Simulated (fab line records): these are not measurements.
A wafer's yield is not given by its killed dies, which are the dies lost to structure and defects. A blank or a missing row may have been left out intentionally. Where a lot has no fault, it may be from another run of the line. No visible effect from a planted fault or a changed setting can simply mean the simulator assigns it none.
fab line records	flow n5_finfet
record lots=7	wafers=39
route steps=1938 shown DUMMY_GATE@243
start_h: hours from the record's opening day to when the first of the lot's shown wafers began	wait_h: hours since the lot's step before	" repeats the value in the row above	L1.1+2: a row that stands for several wafers	- no value present, or no start provided	* or withheld: withheld	< > ~ a bound
route shown NAME@n: NAME is a module with steps in the file, n the number in the route of the first one	usual: mean/standard deviation of fault-free wafers	same: alike in all rows	chamber/n: place in a boat	sites: the reading at each site	_std_site: standard deviation across them	_edge_site: the outer-site mean with the inner-site mean subtracted	radius_mm: for every site, how far away it sits from the centre of the wafer	mask NAME#n: copy n	behind: the last tool/chamber to shape the wafer	hold: why the lot was held/for how many hours/how that ended	device: which transistor (n, p or np) failed to switch	end of line: the same wafers' tests at the end of the route	for a step that has no rows: nothing shown but its recipe	killed: dies that structure and defects cost at the first sort, which is not the same as the wafer's yield	map: dies across one wafer; x = killed, . = not, _ = none there
set.NAME: the setting the step ran with; set.NAME@STEP: the setting that earlier step ran with	model.NAME: the simulator's own value behind a step, which no gauge read
one table per step and one row per wafer, for lots whose settings were changed on purpose
## steps
# step N5_DUMMY_GATE_ETCH_31
# recipe chemistry=C4F6/O2	target=SiO2	mask_material=SOC	target_depth_a=825	time_s=27.5	ion_energy_ev=250	pressure_mtorr=30	source_w=345	bias_w=185	Ar_flow_sccm=300	C4F6_flow_sccm=10	O2_flow_sccm=10
lot.wafer	tool	chamber	start_h	wait_h	set.target_depth_a	model.etch.depth_nm
L075.1	rie_diel-04	1	53.61	0.0	825	85.88
L075.2	"	0	"	"	931	93.1
L075.3	"	2	"	"	825	83.68
L075.4	"	1	"	"	931	96.33
L075.5	"	2	"	"	931	94.77
L075.6	"	0	"	"	825	82.26
L076.1	rie_diel-01	0	60.06	0.1	931.6	91.17
L076.2	"	2	"	"	825	83.82
L076.3	"	3	"	"	931.6	88.27
L076.4	"	1	"	"	931.6	90.37
L076.5	"	0	"	"	825	81.52
L076.6	"	1	"	"	825	81.15
L077.1	rie_diel-05	1	66.37	0.0	779.8	76.86
L077.2	"	3	"	"	779.8	75.16
L077.3	"	2	"	"	825	79.55
L077.4	"	0	"	"	825	84.64
L077.5	"	2	"	"	779.8	74.8
L077.6	"	1	"	"	825	82.2
L078.2	rie_diel-05	2	70.62	0.1	825	79.48
L078.3	"	3	"	"	825	80.27
L078.5	"	3	"	"	825	80.29
L082.1	rie_diel-04	0	95.47	0.0	825	80.29
L082.2	"	3	"	"	825	83.82
L082.3	"	2	"	"	903.3	90.89
L082.4	"	1	"	"	903.3	92.12
L082.5	"	3	"	"	825	83.72
L082.6	"	0	"	"	903.3	88.44
L088.1	rie_diel-05	0	132.84	0.1	796.6	82.03
L088.2	"	2	"	"	796.6	79.43
L088.3	"	1	"	"	825	81.24
L088.4	"	3	"	"	825	81.71
L088.5	"	0	"	"	796.6	81.53
L088.6	"	3	"	"	825	81.58
L090.1	rie_diel-04	1	143.26	0.0	825	84.42
L090.2	"	0	"	"	825	81.26
L090.3	"	3	"	"	901.2	92.65
L090.4	"	0	"	"	901.2	89.95
L090.5	"	1	"	"	901.2	92.03
L090.6	"	3	"	"	825	85.56
## key
split step=N5_DUMMY_GATE_ETCH_31	setting=target_depth_a	stated=825	by=wafer
response step=N5_DUMMY_GATE_ETCH_31	reading=model.etch.depth_nm	change=+0.771	per=1%	r=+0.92
